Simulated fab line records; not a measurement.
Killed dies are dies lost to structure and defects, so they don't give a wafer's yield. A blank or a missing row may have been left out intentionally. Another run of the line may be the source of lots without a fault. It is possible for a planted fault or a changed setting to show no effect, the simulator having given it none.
fab line records	flow nand-harc
record: lots: 13	wafers: 39	last-day: 24
route steps=1159 shown A_M0@1017 A_BONDPAD@1088 HYBRID_BOND@1099 THIN_TSV@1153 END@1159
lots untouched by any fault: they come from a run of this same line in which no faults occurred
start-h: the number of hours between the record's first day and the start of the first shown wafer of the lot	wait-h: hours from the lot's prior step to this one	" identical to the entry in the row above	L1.1+2: one row covering several wafers at once	- value missing, or start not given	* or withheld: withheld	< > ~ a bound
route shown NAME@n: NAME is a module with steps in the file, n the number in the route of the first one	usual: the fault-free wafers' mean and standard deviation	same: alike in all rows	chamber/n: place in a boat	sites: the reading at each site	_std_site: their standard deviation	_edge_site: the outer-site mean with the inner-site mean subtracted	radius-mm: how far each site lies from the wafer's centre	mask NAME#n: copy n	behind: tool/chamber where the wafer was last shaped	hold: the reason the lot was held/the length of the hold in hours/how it ended	device: transistor that didn't switch, given as n, p or np	end of line: tests of these same wafers at the route's end	a step given without rows: its recipe and nothing more	killed: dies lost to structure and defects at the first sort, not the wafer's yield	map: dies across one wafer; x = killed, . = not, _ = none there
set.NAME: the setting as run; set.NAME@STEP: as run at that earlier step	model.NAME: the simulator's own value behind a step, which no gauge read
route steps across a sampled set of lots; one table per step, one row per wafer
services: a tool's chamber out of use, with start hour (start-h, from the record's first day; less than 0 if before it), hours out, and reason
== steps ==
step: NHARC_A_M0_ECD_22
recipe: target-thk-a: 4000	bath-temp-c: 25	material: Cu
usual: bath-heat-duty-pct: 6.5/0.83	bath-temp-c: 24.99/0.1
lot.wafer	tool	chamber	start-h	wait-h	bath-heat-duty-pct	bath-temp-c
L478.4	ecd-cu-01	1	393.35	-	7.3	25.13
L478.6	"	0	"	"	6.1	25.11
L478.5	"	1	"	"	7.6	25.17
L481.2	ecd-cu-01	1	401.52	-	7.0	24.86
L481.1	"	0	"	"	6.0	25.02
L481.6	"	1	"	"	7.5	25.00
L480.1	ecd-cu-01	0	404.86	-	5.9	25.18
L480.4	"	0	"	"	6.2	25.25
L480.3	"	1	"	"	7.7	24.95
L482.1	ecd-cu-01	0	418.21	-	6.3	25.01
L482.2	"	1	"	"	7.2	25.09
L482.5	"	1	"	"	7.5	25.05
L487.2	ecd-cu-02	0	451.51	-	7.5	24.90
L487.1	"	1	"	"	5.5	25.02
L487.5	"	0	"	"	7.1	24.98
L486.1	ecd-cu-02	1	452.39	-	5.7	25.00
L486.4	"	0	"	"	6.6	25.08
L486.5	"	1	"	"	5.2	25.06
L489.1	ecd-cu-02	0	462.24	-	6.1	25.02
L489.3	"	1	"	"	5.5	25.14
L489.6	"	1	"	"	5.9	25.15
L496.2	ecd-cu-01	0	497.62	-	5.9	24.91
L496.4	"	0	"	"	6.5	24.94
L496.3	"	1	"	"	8.0	24.97
L493.1	ecd-cu-01	0	504.09	-	6.2	24.78
L493.2	"	1	"	"	7.3	25.16
L493.4	"	1	"	"	7.3	25.16
L498.1	ecd-cu-02	0	522.26	-	6.7	24.88
L498.4	"	0	"	"	6.8	24.89
L498.3	"	1	"	"	5.9	24.98
L499.1	ecd-cu-02	0	522.86	-	6.1	24.84
L499.4	"	1	"	"	5.2	24.88
L499.3	"	0	"	"	7.8	25.05
L500.2	ecd-cu-01	1	534.44	-	7.7	25.05
L500.4	"	1	"	"	7.4	25.00
L500.6	"	1	"	"	7.5	25.09
L501.2	ecd-cu-02	0	545.60	-	6.6	24.85
L501.4	"	1	"	"	5.4	24.86
L501.5	"	1	"	"	4.8	25.02
step: NHARC_A_BONDPAD_CMP_19
recipe: t-overpolish-s: 30	cu-recess-touch-s: 16	target-thk-nm: 169.8
usual: motor-current-A: 12.2/1.2	overpolish-run-s: 30.000/0.0095
lot.wafer	tool	chamber	start-h	wait-h	motor-current-A	overpolish-run-s
L478.4	cmp-04	1	403.06	-	11.9	30.003
L478.5	"	1	"	"	11.9	30.010
L478.6	"	2	"	"	10.8	30.012
L481.1	cmp-01	3	411.75	-	14.7	30.005
L481.2	"	0	"	"	11.9	30.025
L481.6	"	1	"	"	11.0	29.993
L480.1	cmp-04	1	414.83	-	11.3	30.007
L480.3	"	2	"	"	11.0	30.008
L480.4	"	3	"	"	10.4	30.015
L482.1	cmp-03	3	428.59	-	12.4	30.000
L482.2	"	1	"	"	13.3	30.008
L482.5	"	3	"	"	13.0	29.987
L487.1	cmp-04	0	461.89	-	13.1	30.013
L487.2	"	3	"	"	10.3	29.996
L487.5	"	0	"	"	13.2	30.001
L486.1	cmp-03	2	462.34	-	9.8	30.008
L486.4	"	3	"	"	13.0	29.994
L486.5	"	0	"	"	13.4	29.989
L489.1	cmp-01	0	473.15	-	11.5	30.010
L489.3	"	1	"	"	11.1	30.013
L489.6	"	3	"	"	13.9	29.982
L496.4	cmp-01	0	507.20	-	11.6	29.998
L496.2	"	1	"	"	10.8	29.994
L496.3	"	3	"	"	14.1	30.004
L493.1	cmp-01	1	513.92	-	11.3	30.000
L493.2	"	2	"	"	12.2	29.998
L493.4	"	3	"	"	14.4	29.991
L498.4	cmp-01	1	531.86	-	11.1	30.005
L498.1	"	2	"	"	12.1	29.993
L498.3	"	0	"	"	11.9	29.999
L499.4	cmp-01	2	533.30	-	12.5	30.009
L499.1	"	3	"	"	14.8	29.993
L499.3	"	0	"	"	12.1	29.984
L500.4	cmp-01	1	544.50	-	11.3	29.987
L500.2	"	2	"	"	11.3	29.985
L500.6	"	0	"	"	11.9	30.003
L501.4	cmp-04	0	555.31	-	12.6	29.993
L501.2	"	1	"	"	12.0	29.985
L501.5	"	3	"	"	10.7	30.010
step: NHARC_HYBRID_BOND_OVL_MEAS_05
usual: overlay-x-nm: 1/31	overlay-y-nm: -2/40
lot.wafer	tool	chamber	start-h	wait-h	overlay-x-nm	overlay-y-nm
L478.4	overlay-01	-	415.09	0.4	-25	-18
L478.5	"	-	"	"	21	-60
L478.6	"	-	"	"	-30	33
L481.1	overlay-01	-	422.18	0.4	7	24
L481.2	"	-	"	"	8	-18
L481.6	"	-	"	"	22	-6
L480.1	overlay-02	-	422.21	0.4	-28	108
L480.3	"	-	"	"	6	36
L480.4	"	-	"	"	2	-3
L482.1	overlay-02	-	440.19	0.4	-20	23
L482.2	"	-	"	"	-31	-72
L482.5	"	-	"	"	-15	76
L486.1	overlay-02	-	472.03	0.4	43	-22
L486.4	"	-	"	"	19	50
L486.5	"	-	"	"	68	-27
L487.1	overlay-01	-	472.03	0.4	-8	-19
L487.2	"	-	"	"	26	12
L487.5	"	-	"	"	-36	55
L489.1	overlay-02	-	482.25	0.4	35	-11
L489.3	"	-	"	"	-2	58
L489.6	"	-	"	"	-18	5
L496.2	overlay-01	-	517.77	0.4	44	-14
L496.3	"	-	"	"	63	9
L496.4	"	-	"	"	4	-89
L493.1	overlay-02	-	524.19	0.4	25	-21
L493.2	"	-	"	"	-56	-10
L493.4	"	-	"	"	40	-39
L498.1	overlay-01	-	542.14	0.4	15	-37
L498.3	"	-	"	"	32	-54
L498.4	"	-	"	"	-2	-23
L499.1	overlay-02	-	542.15	0.4	15	-13
L499.3	"	-	"	"	-2	35
L499.4	"	-	"	"	-19	17
L500.2	overlay-01	-	554.69	0.4	2	-8
L500.4	"	-	"	"	-6	-8
L500.6	"	-	"	"	1	74
L501.2	overlay-01	-	565.55	0.4	38	51
L501.4	"	-	"	"	59	-22
L501.5	"	-	"	"	-25	20
step: NHARC_THIN_TSV_STRIP_56
recipe: power-w: 1500	temp-c: 250	chemistry: O2
usual: drypump-motor-current-A: 5.4/0.35	heater-power-w: 323/31
lot.wafer	tool	chamber	start-h	wait-h	drypump-motor-current-A	heater-power-w	rf-hours-counter-h
L478.4	plasma-asher-02	1	425.99	0.2	5.8	329	-
L478.6	"	1	"	"	5.8	334	-
L478.5	"	0	"	"	5.8	344	-
L481.1	plasma-asher-02	1	431.85	0.1	5.8	330	20
L481.2	"	0	"	"	5.8	340	20
L481.6	"	1	"	"	5.8	330	-
L480.1	plasma-asher-02	0	432.79	0.1	5.8	347	21
L480.3	"	0	"	"	5.8	337	-
L480.4	"	1	"	"	5.8	328	-
L482.1	plasma-asher-02	1	449.26	0.1	5.8	332	27
L482.2	"	0	"	"	5.8	347	27
L482.5	"	1	"	"	5.8	327	-
L486.1	plasma-asher-02	1	481.48	0.1	5.8	336	38
L486.4	"	0	"	"	5.8	344	-
L486.5	"	0	"	"	5.8	346	-
L487.2	plasma-asher-01	0	482.50	0.1	5.0	349	6
L487.1	"	1	"	"	5.2	279	6
L487.5	"	0	"	"	5.0	348	-
L489.1	plasma-asher-02	1	492.06	0.3	5.8	335	41
L489.3	"	0	"	"	5.8	343	-
L489.6	"	0	"	"	5.8	341	-
L496.2	plasma-asher-02	0	529.20	0.1	5.8	347	53
L496.3	"	1	"	"	5.8	331	-
L496.4	"	0	"	"	5.8	346	-
L493.2	plasma-asher-01	1	533.56	0.1	5.2	284	23
L493.1	"	0	"	"	5.0	350	23
L493.4	"	1	"	"	5.2	275	-
L498.1	plasma-asher-02	1	552.24	0.1	5.8	347	2
L498.3	"	0	"	"	5.8	331	-
L498.4	"	1	"	"	5.8	341	-
L499.1	plasma-asher-01	0	552.65	0.1	5.0	340	35
L499.3	"	0	"	"	5.0	331	-
L499.4	"	1	"	"	5.2	271	-
L500.2	plasma-asher-02	1	564.41	0.1	5.8	345	7
L500.4	"	1	"	"	5.8	342	-
L500.6	"	0	"	"	5.8	336	-
L501.2	plasma-asher-02	1	576.31	0.1	5.8	347	11
L501.4	"	1	"	"	5.8	346	-
L501.5	"	0	"	"	5.8	343	-
step: NHARC_END_SORT_01
recipe: temp-c: 25
usual: defect-limited-yield: 95.5/1.6	killed-at-array: 27/11	killed-at-other: 0.8/1.1	killed-at-periphery: 2.8/1.9	killed-dies: 30/11	killed-open: 3.3/1.8	killed-short: 2.3/1.5	sort_bin_2_pct: 1.4/0.68	sort_bin_3_pct: 0.27/0.22	sort_bin_4_pct: 2.8/0.99	sort-n-pass: 647/11	sort-rim-yield-pct: 94.3/2.9	sort-yield-pct: 95.5/1.6
same: gross-dies: 677	sort_bin_5_pct[%]: 0	sort_bin_6_pct[%]: 0	sort_bin_7_pct[%]: 0	sort_bin_8_pct[%]: 0	sort-rim-n-gross: 106.00
lot.wafer	tool	chamber	start-h	wait-h	defect-limited-yield[%]	killed-at-array	killed-at-other	killed-at-periphery	killed-dies	killed-open	killed-short	sort_bin_2_pct[%]	sort_bin_3_pct[%]	sort_bin_4_pct[%]	sort-n-pass	sort-rim-yield-pct[%]	sort-yield-pct[%]
L480.1	prober-01	0	452.87	2.5	96.5	15	3	6	24	4	4	0.7	0.44	2.4	653	96.2	96.5
L480.3	prober-01	0	454.49	3.1	95.7	23	2	4	29	4	3	1.8	0	2.5	648	100.0	95.7
L480.4	prober-01	0	455.30	3.4	97.3	13	0	5	18	6	0	0.6	0.15	1.9	659	96.2	97.3
L482.1	prober-02	0	460.91	2.5	92.2	49	0	4	53	4	5	2.4	0.89	4.6	624	95.3	92.2
L482.2	prober-02	0	461.72	2.8	96.2	23	0	3	26	2	6	1.3	0.15	2.4	651	90.6	96.2
L482.5	prober-02	0	464.13	3.7	96.6	19	0	4	23	1	2	0.4	0.15	2.8	654	90.6	96.6
L487.1	prober-01	0	489.73	2.5	97.6	14	0	2	16	2	2	0.9	0.44	1.0	661	96.2	97.6
L487.2	prober-01	0	490.52	2.8	30.9	468	0	0	468	4	2	25.3	4.58	39.3	209	39.6	30.9
L487.5	prober-01	0	492.90	3.7	33.7	447	0	2	449	2	3	24.2	6.35	35.7	228	32.1	33.7
L486.1	prober-02	0	489.77	2.5	92.3	44	4	4	52	4	3	1.8	0.44	5.5	625	96.2	92.3
L486.4	prober-02	0	492.18	3.4	28.1	482	2	3	487	3	4	28.7	4.73	38.6	190	30.2	28.1
L486.5	prober-02	0	492.99	3.7	93.8	39	1	2	42	3	2	2.2	0.15	3.8	635	95.3	93.8
L489.1	prober-01	0	503.45	2.5	29.7	474	0	2	476	4	2	28.7	5.47	36.2	201	34.0	29.7
L489.3	prober-01	0	505.05	3.1	97.9	13	0	1	14	2	1	0.6	0.30	1.2	663	94.3	97.9
L489.6	prober-01	0	507.44	4.0	96.6	18	0	5	23	5	3	1.2	0.30	1.9	654	90.6	96.6
L496.2	prober-02	0	537.57	2.8	92.8	42	2	5	49	7	1	2.5	0.59	4.1	628	88.7	92.8
L496.3	prober-02	0	538.37	3.1	93.2	38	3	5	46	5	3	2.2	0.30	4.3	631	92.5	93.2
L496.4	prober-02	0	539.17	3.4	92.3	46	3	3	52	4	2	2.7	0.30	4.7	625	89.6	92.3
L493.1	prober-01	0	544.50	2.5	95.7	28	0	1	29	4	3	1.3	0	3.0	648	91.5	95.7
L493.2	prober-01	0	545.29	2.8	95.0	30	0	4	34	3	2	1.0	0.30	3.7	643	96.2	95.0
L493.4	prober-01	0	546.87	3.4	97.2	18	0	1	19	1	1	0.7	0.15	1.9	658	91.5	97.2
L499.1	prober-02	0	563.46	2.5	95.0	28	1	5	34	4	2	1.2	0.59	3.2	643	97.2	95.0
L499.3	prober-02	0	565.06	3.1	93.2	43	1	2	46	4	4	2.4	0.74	3.7	631	98.1	93.2
L499.4	prober-02	0	565.87	3.4	96.6	19	0	4	23	5	1	1.8	0.15	1.5	654	93.4	96.6
L500.2	prober-01	0	573.28	2.8	92.2	50	0	3	53	6	2	2.8	0.44	4.6	624	91.5	92.2
L500.4	prober-01	0	574.89	3.4	91.9	53	0	2	55	2	1	2.1	0.74	5.3	622	98.1	91.9
L500.6	prober-01	0	576.50	4.0	92.9	46	0	2	48	5	3	2.8	0.30	4.0	629	92.5	92.9
killed by level:class
L480.1 A_WL_FILL:chamber-film-flake=4 A_STAIRCASE:chamber-film-flake=3 P_GATE:chamber-film-flake=2 P_M1:chamber-film-flake=2 THIN_TSV:chamber-film-flake=2 P_GATE:geometric-particle:open=1 A_ONON_D1:geometric-particle:short=1 A_CHANNEL_FILL_D1:geometric-particle:open=1
L480.3 A_SLIT:chamber-film-flake=11 A_CHANNEL_HOLE_D1:chamber-film-flake=3 A_CHANNEL_FILL_D1:geometric-particle:open=2 P_STI:chamber-film-flake=2 A_CONTACT:chamber-film-flake=2 THIN_TSV:chamber-film-flake=2 P_STI:geometric-particle:open=1 P_CONTACT:geometric-particle:open=1
L480.4 A_SLIT:chamber-film-flake=4 P_GATE:geometric-particle:open=3 A_CONTACT:chamber-film-flake=3 A_CONTACT:geometric-particle:open=2 P_GATE:chamber-film-flake=2 A_BLC:chamber-film-flake=2 A_M0:geometric-particle:open=1 A_STAIRCASE:chamber-film-flake=1
L482.1 A_CHANNEL_HOLE_D1:chamber-film-flake=14 A_SLIT:chamber-film-flake=13 A_CONTACT:chamber-film-flake=8 A_STAIRCASE:chamber-film-flake=4 P_STI:chamber-film-flake=3 A_SGD_CUT:geometric-particle:short=2 A_CONTACT:geometric-particle:open=2 A_M0:geometric-particle:short=2
L482.2 A_CHANNEL_HOLE_D1:chamber-film-flake=6 A_SLIT:chamber-film-flake=6 A_STAIRCASE:chamber-film-flake=2 A_CONTACT:chamber-film-flake=2 P_CONTACT:geometric-particle:short=1 P_M0:geometric-particle:short=1 A_SOURCE_PLATE:geometric-particle:short=1 A_WL_FILL:geometric-particle:short=1
L482.5 A_CHANNEL_HOLE_D1:chamber-film-flake=7 A_SLIT:chamber-film-flake=4 A_CONTACT:chamber-film-flake=4 P_STI:chamber-film-flake=3 A_CHANNEL_HOLE_D1:geometric-particle:open=1 A_WL_FILL:geometric-particle:short=1 A_M1:geometric-particle:short=1 P_BONDPAD:chamber-film-flake=1
L487.1 A_SLIT:chamber-film-flake=3 P_M1:chamber-film-flake=2 A_ZERO_WELL:chamber-film-flake=2 A_CONTACT:chamber-film-flake=2 A_ONON_D1:geometric-particle:short=1 A_SGD_CUT:geometric-particle:open=1 A_CONTACT:geometric-particle:short=1 A_CONTACT:geometric-particle:open=1
L486.1 A_SLIT:chamber-film-flake=16 A_CHANNEL_HOLE_D1:chamber-film-flake=13 P_GATE:chamber-film-flake=4 A_STAIRCASE:chamber-film-flake=4 A_CONTACT:chamber-film-flake=3 A_ONON_D1:geometric-particle:open=2 A_M0:geometric-particle:short=2 A_WL_FILL:chamber-film-flake=2
L487.2 A_M0:unspecified=450 A_SLIT:chamber-film-flake=8 A_CONTACT:geometric-particle:open=2 A_STAIRCASE:chamber-film-flake=2 A_CONTACT:chamber-film-flake=2 A_SGD_CUT:geometric-particle:open=1 A_WL_FILL:geometric-particle:short=1 A_M0:geometric-particle:open=1
L486.4 A_M0:unspecified=463 A_CHANNEL_HOLE_D1:chamber-film-flake=7 A_SLIT:chamber-film-flake=4 A_CONTACT:geometric-particle:short=2 P_GATE:chamber-film-flake=2 HYBRID_BOND:chamber-film-flake=2 A_ONON_D1:geometric-particle:short=1 A_CHANNEL_FILL_D1:geometric-particle:open=1
L487.5 A_M0:unspecified=436 A_SLIT:chamber-film-flake=5 P_GATE:geometric-particle:open=1 P_M0:geometric-particle:short=1 A_ONON_D1:geometric-particle:open=1 A_ONON_D1:geometric-particle:short=1 A_CHANNEL_FILL_D1:geometric-particle:short=1 A_CHANNEL_HOLE_D1:chamber-film-flake=1
L486.5 A_SLIT:chamber-film-flake=15 A_CHANNEL_HOLE_D1:chamber-film-flake=11 A_STAIRCASE:chamber-film-flake=4 A_CONTACT:chamber-film-flake=3 A_SOURCE_PLATE:geometric-particle:open=2 P_GATE:chamber-film-flake=2 A_ONON_D1:geometric-particle:short=1 A_CONTACT:geometric-particle:short=1
L489.1 A_M0:unspecified=461 A_CHANNEL_HOLE_D1:chamber-film-flake=6 A_CONTACT:chamber-film-flake=2 P_CONTACT:geometric-particle:short=1 P_CONTACT:geometric-particle:open=1 A_CHANNEL_HOLE_D1:geometric-particle:open=1 A_CHANNEL_FILL_D1:geometric-particle:short=1 A_BLC:geometric-particle:open=1
L489.3 A_CHANNEL_HOLE_D1:chamber-film-flake=6 A_STAIRCASE:chamber-film-flake=3 A_CONTACT:chamber-film-flake=2 P_CONTACT:geometric-particle:open=1 A_CONTACT:geometric-particle:short=1 A_M0:geometric-particle:open=1
L489.6 A_CHANNEL_HOLE_D1:chamber-film-flake=9 A_CONTACT:chamber-film-flake=3 P_M0:geometric-particle:open=2 A_M0:geometric-particle:open=2 P_GATE:geometric-particle:short=1 P_CONTACT:geometric-particle:short=1 A_CHANNEL_FILL_D1:geometric-particle:open=1 A_CONTACT:geometric-particle:short=1
L496.2 A_CHANNEL_HOLE_D1:chamber-film-flake=21 A_CONTACT:chamber-film-flake=6 A_SLIT:chamber-film-flake=4 P_ZERO_WELL:chamber-film-flake=3 A_M1:chamber-film-flake=3 THIN_TSV:chamber-film-flake=2 P_M0:geometric-particle:open=1 P_M1:geometric-particle:open=1
L496.3 A_CHANNEL_HOLE_D1:chamber-film-flake=14 A_SLIT:chamber-film-flake=6 A_CONTACT:chamber-film-flake=5 A_STAIRCASE:chamber-film-flake=3 THIN_TSV:chamber-film-flake=3 A_ONON_D1:geometric-particle:open=2 A_M1:chamber-film-flake=2 P_M0:geometric-particle:open=1
L496.4 A_SLIT:chamber-film-flake=15 A_CHANNEL_HOLE_D1:chamber-film-flake=13 A_M1:chamber-film-flake=6 A_STAIRCASE:chamber-film-flake=4 THIN_TSV:chamber-film-flake=3 P_CONTACT:geometric-particle:open=2 A_CHANNEL_FILL_D1:chamber-film-flake=2 A_CONTACT:chamber-film-flake=2
L493.1 A_SLIT:chamber-film-flake=6 A_STAIRCASE:chamber-film-flake=6 A_CONTACT:chamber-film-flake=5 A_CHANNEL_HOLE_D1:chamber-film-flake=4 A_SOURCE_PLATE:geometric-particle:short=2 P_M2:geometric-particle:open=1 A_ONON_D1:geometric-particle:short=1 A_WL_FILL:geometric-particle:open=1
L493.2 A_SLIT:chamber-film-flake=17 A_CONTACT:chamber-film-flake=4 A_STAIRCASE:chamber-film-flake=3 A_CHANNEL_HOLE_D1:chamber-film-flake=2 P_M1:geometric-particle:short=1 P_M1:geometric-particle:open=1 P_M2:geometric-particle:open=1 A_ONON_D1:geometric-particle:short=1
L493.4 A_SLIT:chamber-film-flake=6 A_STAIRCASE:chamber-film-flake=4 A_CONTACT:chamber-film-flake=4 A_CHANNEL_FILL_D1:geometric-particle:short=1 A_CHANNEL_FILL_D1:geometric-particle:open=1 P_ZERO_WELL:chamber-film-flake=1 A_CHANNEL_HOLE_D1:chamber-film-flake=1 A_M1:chamber-film-flake=1
L499.1 A_SLIT:chamber-film-flake=14 A_STAIRCASE:chamber-film-flake=7 A_CONTACT:chamber-film-flake=5 P_GATE:geometric-particle:short=1 P_CONTACT:geometric-particle:open=1 P_M0:geometric-particle:open=1 A_ONON_D1:geometric-particle:open=1 A_CONTACT:geometric-particle:open=1
L499.3 A_SLIT:chamber-film-flake=18 A_CONTACT:chamber-film-flake=7 A_STAIRCASE:chamber-film-flake=6 A_CHANNEL_HOLE_D1:chamber-film-flake=4 A_WL_FILL:chamber-film-flake=3 P_M0:geometric-particle:short=1 P_M0:geometric-particle:open=1 A_CHANNEL_FILL_D1:geometric-particle:open=1
L499.4 A_CONTACT:chamber-film-flake=7 A_SLIT:chamber-film-flake=6 A_CHANNEL_HOLE_D1:chamber-film-flake=2 A_STAIRCASE:chamber-film-flake=2 P_GATE:geometric-particle:open=1 P_M0:geometric-particle:open=1 P_M1:geometric-particle:open=1 P_M1:geometric-particle:short=1
L500.2 A_CHANNEL_HOLE_D1:chamber-film-flake=16 A_SLIT:chamber-film-flake=16 A_CONTACT:chamber-film-flake=4 A_STAIRCASE:chamber-film-flake=3 A_M1:chamber-film-flake=3 A_CHANNEL_FILL_D1:geometric-particle:open=2 A_BONDPAD:chamber-film-flake=2 P_GATE:geometric-particle:open=1
L500.4 A_CHANNEL_HOLE_D1:chamber-film-flake=26 A_SLIT:chamber-film-flake=15 A_STAIRCASE:chamber-film-flake=4 A_CONTACT:chamber-film-flake=3 P_M0:geometric-particle:open=1 A_WL_FILL:geometric-particle:short=1 A_WL_FILL:geometric-particle:open=1 P_STI:chamber-film-flake=1
L500.6 A_SLIT:chamber-film-flake=19 A_CHANNEL_HOLE_D1:chamber-film-flake=10 A_CONTACT:chamber-film-flake=4 A_BONDPAD:chamber-film-flake=3 P_GATE:geometric-particle:open=2 A_WL_FILL:geometric-particle:short=2 A_STAIRCASE:chamber-film-flake=2 A_M1:chamber-film-flake=2
== services ==
tool	chamber	start-h	hours	kind
cmp-01	-	375.50	4.0	pm
cmp-03	-	377.37	0.6	repair
cmp-04	-	378.84	1.7	repair
cmp-04	-	399.00	4.0	pm
cmp-03	-	439.45	3.4	repair
ecd-cu-01	-	448.53	8.0	pm
cmp-03	-	449.30	1.0	repair
cmp-03	-	450.34	4.0	pm
plasma-asher-01	-	453.71	9.0	pm
cmp-03	-	461.23	0.5	repair
cmp-04	-	472.46	2.4	repair
cmp-01	-	473.50	4.0	pm
cmp-04	-	497.00	4.0	pm
cmp-01	-	504.65	2.4	repair
ecd-cu-02	-	532.26	8.0	pm
cmp-04	-	534.80	1.8	repair
plasma-asher-02	-	537.17	9.0	pm
plasma-asher-02	0	537.17	9.0	vent-cycle
plasma-asher-02	1	537.17	9.0	vent-cycle
plasma-asher-02	0	546.17	-	clean
cmp-03	-	548.34	4.0	pm
cmp-01	-	550.13	0.7	repair
cmp-01	-	567.86	1.1	repair
cmp-01	-	571.50	4.0	pm
== key ==
first-sign: step: NHARC_END_SORT_01	reading: killed-at-array	direction: up	sigmas: 41	usual: 27	struck: 468
effect: step: NHARC_END_SORT_01	reading: killed-dies	direction: up	sigmas: 40	usual: 30	struck: 470
more-kills-born-at: NHARC_A_M0_ECD_22@ecd-cu-02: 1810
met-at NHARC_A_M0_ECD_22
struck-lots L486,L487,L489
struck-wafers L486.4,L487.2,L487.5,L489.1
not-acting-at NHARC_A_BONDPAD_CMP_19,NHARC_HYBRID_BOND_OVL_MEAS_05,NHARC_THIN_TSV_STRIP_56
fault: kind: chamber-particle-source	tool: ecd-cu-02	chamber: 0	onset-h: 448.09	steps: NHARC_A_M0_ECD_22	rate-per-visit-cm2: 1.2202	end-h: 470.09
